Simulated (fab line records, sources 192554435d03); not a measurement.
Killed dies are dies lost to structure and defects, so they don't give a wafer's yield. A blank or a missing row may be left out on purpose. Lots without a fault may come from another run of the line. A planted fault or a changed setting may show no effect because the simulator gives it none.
Chamber matching | flow n5_finfet | N5_BEOL_M7_PECVD_70 on pecvd-02: 3 sister chambers
The step deposits SiO2 from TEOS/O2, target thk 20 nm, time 22.7 s. 3 wafers are shown with their chamber, then 8 later ones without.

WAFERS WITH THEIR CHAMBER
wafer  | chamber | throttle_valve_pct (%)
L088.3 | 1       | 23.0
L088.6 | 0       | 23.2
L089.1 | 2       | 22.0

WAFERS WITHOUT THEIR CHAMBER
wafer  | throttle_valve_pct (%)
L089.3 | 23.2
L089.4 | 23.1
L093.1 | 23.0
L093.3 | 23.2
L093.4 | 21.9
L094.2 | 23.1
L094.3 | 23.5
L094.6 | 23.2

WHICH CHAMBER EACH WENT THROUGH
wafer  | from the rows above     | in truth
L089.3 | can't be placed: 0 or 1 | 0
L089.4 | can't be placed: 0 or 1 | 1
L093.1 | can't be placed: 1 or 0 | 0
L093.3 | can't be placed: 0 or 1 | 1
L093.4 | 2                       | 2
L094.2 | can't be placed: 0 or 1 | 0
L094.3 | can't be placed: 0 or 1 | 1
L094.6 | can't be placed: 0 or 1 | 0
Placed correctly: 1 of 8. Can't be placed from these rows: 7 (the true chamber is among the candidates in 7). Placed wrongly: 0.
How it was worked out, from the rows above alone: a wafer's distance from a chamber is the root of the sum, over the readings, of the square of ((its reading less the chamber's mean) divided by the reading's scatter). The wafer belongs to the nearest chamber; if the next one is less than 2 further off, it can't be placed. A chamber's mean is the mean of its shown wafers. The scatter: with one shown wafer a chamber, the root of the mean of the squares of how far each hidden wafer lies from its nearest shown one.
